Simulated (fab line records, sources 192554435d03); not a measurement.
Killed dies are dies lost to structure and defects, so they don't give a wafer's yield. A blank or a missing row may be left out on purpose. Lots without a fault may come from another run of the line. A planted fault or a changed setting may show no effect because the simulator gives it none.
Chamber matching | flow n5_finfet | N5_BEOL_M1_PRE_CLEAN_60 on cvd_co-01: 3 sister chambers
The step time 15 s. 6 wafers are shown with their chamber, then 10 later ones without.

WAFERS WITH THEIR CHAMBER
wafer  | chamber | heater_power_w (W)
L089.4 | 1       | 62
L090.2 | 2       | 76
L090.4 | 1       | 64
L090.6 | 2       | 77
L093.2 | 0       | 84
L093.4 | 0       | 83

WAFERS WITHOUT THEIR CHAMBER
wafer  | heater_power_w (W)
L093.5 | 64
L091.2 | 62
L091.4 | 62
L091.5 | 76
L094.3 | 76
L094.4 | 82
L094.5 | 63
L095.2 | 83
L095.3 | 76
L095.5 | 63

WHICH CHAMBER EACH WENT THROUGH
wafer  | from the rows above | in truth
L093.5 | 1                   | 1
L091.2 | 1                   | 1
L091.4 | 1                   | 1
L091.5 | 2                   | 2
L094.3 | 2                   | 2
L094.4 | 0                   | 0
L094.5 | 1                   | 1
L095.2 | 0                   | 0
L095.3 | 2                   | 2
L095.5 | 1                   | 1
Placed correctly: 10 of 10. Can't be placed from these rows: 0. Placed wrongly: 0.
How it was worked out, from the rows above alone: a wafer's distance from a chamber is the root of the sum, over the readings, of the square of ((its reading less the chamber's mean) divided by the reading's scatter). The wafer belongs to the nearest chamber; if the next one is less than 2 further off, it can't be placed. A chamber's mean is the mean of its shown wafers. The scatter: the root of (the sum of the squares of (reading less its chamber's mean) over the shown wafers, divided by (wafers less chambers)).
